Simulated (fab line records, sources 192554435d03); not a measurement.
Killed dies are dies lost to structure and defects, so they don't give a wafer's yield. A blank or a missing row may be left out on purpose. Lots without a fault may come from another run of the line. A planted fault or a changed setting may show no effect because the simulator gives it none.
Which tool did it? | flow n5_finfet | 12 lots, 36 wafers sampled, at 2 steps of a route of 1938

WHAT THE GAUGES READ, wafer by wafer
N5_BEOL_M12_INSPECT_30: inspects for defects (macro).
lot  | measured     | on                | raw_defect_count
L076 | day 11 13:30 | defect_inspect-02 | 3 0 7
L075 | day 12 08:45 | defect_inspect-01 | 3 5 4
L083 | day 13 05:40 | defect_inspect-02 | 2 2 1
L080 | day 13 18:43 | defect_inspect-01 | 2 1 4
L084 | day 14 04:50 | defect_inspect-02 | 1 1 1
L087 | day 14 12:30 | defect_inspect-02 | 1 4 2
L086 | day 15 00:19 | defect_inspect-01 | 2 5 1
L090 | day 15 06:22 | defect_inspect-02 | 1 2 0
L091 | day 16 02:35 | defect_inspect-02 | 3 2 1
L093 | day 16 06:22 | defect_inspect-01 | 4 3 2
L095 | day 16 16:49 | defect_inspect-02 | 2 1 3
L097 | day 17 14:56 | defect_inspect-02 | 2 3 3

WHICH TOOL RAN EACH LOT (tool, then ch and the chambers of the sampled wafers, then the start)
lot  | N5_BEOL_M12_ETCH_59
L076 | rie_diel-03 ch 0,1,2, day 11 12:40
L075 | rie_diel-06 ch 0,2, day 12 07:47
L083 | rie_diel-06 ch 0,2, day 13 04:50
L080 | rie_diel-03 ch 0,1,3, day 13 17:46
L084 | rie_diel-01 ch 1,2, day 14 03:59
L087 | rie_diel-06 ch 0,3, day 14 11:32
L086 | rie_diel-01 ch 0,2,3, day 14 23:29
L090 | rie_diel-06 ch 0,1,3, day 15 05:23
L091 | rie_diel-06 ch 0,1,3, day 16 01:45
L093 | rie_diel-01 ch 0,3, day 16 05:32
L095 | rie_diel-01 ch 0,1, day 16 15:58
L097 | rie_diel-01 ch 0,1,2, day 17 13:58
- N5_BEOL_M12_ETCH_59: etches BARC in N2/H2, target depth 89 nm, overetch 26.7 nm, time 67.9 s.

THE ANSWER, worked out from the rows above alone
Rule: what is usual is taken from the lots themselves. Put in order of their means at a reading, lots are off if they are a third of the lots or fewer, leave a main group of 4 or more, and stand apart from it by a gap of 3 or more times the standard deviation of the main group's means; of several such gaps the widest counts. A main group whose means are all the same, to the digits that the tables above print for the reading, isn't used. A lot without any number at a reading at which 4 lots or more have one is off too. The other lots that the step has rows for count as sound.
No lot is off at any reading shown: from this, nothing can be told.

WHAT THE SIMULATOR HAD PUT IN
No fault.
